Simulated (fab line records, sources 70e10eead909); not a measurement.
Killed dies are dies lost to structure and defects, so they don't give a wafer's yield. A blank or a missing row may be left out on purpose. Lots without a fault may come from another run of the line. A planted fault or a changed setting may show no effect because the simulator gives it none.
Chamber matching | flow nand_harc | NHARC_THIN_TSV_DEP_43 on pecvd-01: 3 sister chambers
The step deposits SiO2, target thk 1328.5 nm. 3 wafers are shown with their chamber, then 9 later ones without.

WAFERS WITH THEIR CHAMBER
wafer  | chamber | throttle_valve_pct (%)
L841.1 | 0       | 16.5
L839.4 | 1       | 15.7
L839.5 | 2       | 15.6

WAFERS WITHOUT THEIR CHAMBER
wafer  | throttle_valve_pct (%)
L845.2 | 15.7
L845.4 | 15.1
L845.6 | 15.6
L852.1 | 15.8
L852.2 | 15.3
L852.3 | 15.6
L854.4 | 15.7
L854.5 | 15.5
L854.6 | 16.0

WHICH CHAMBER EACH WENT THROUGH
wafer  | from the rows above          | in truth
L845.2 | can't be placed: 1 or 2      | 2
L845.4 | can't be placed: 2 or 1      | 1
L845.6 | can't be placed: 2 or 1      | 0
L852.1 | can't be placed: 1 or 2      | 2
L852.2 | can't be placed: 2 or 1      | 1
L852.3 | can't be placed: 2 or 1      | 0
L854.4 | can't be placed: 1 or 2      | 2
L854.5 | can't be placed: 2 or 1      | 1
L854.6 | can't be placed: 1 or 2 or 0 | 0
Placed correctly: 0 of 9. Can't be placed from these rows: 9 (the true chamber is among the candidates in 7). Placed wrongly: 0.
How it was worked out, from the rows above alone: a wafer's distance from a chamber is the root of the sum, over the readings, of the square of ((its reading less the chamber's mean) divided by the reading's scatter). The wafer belongs to the nearest chamber; if the next one is less than 2 further off, it can't be placed. A chamber's mean is the mean of its shown wafers. The scatter: with one shown wafer a chamber, the root of the mean of the squares of how far each hidden wafer lies from its nearest shown one.
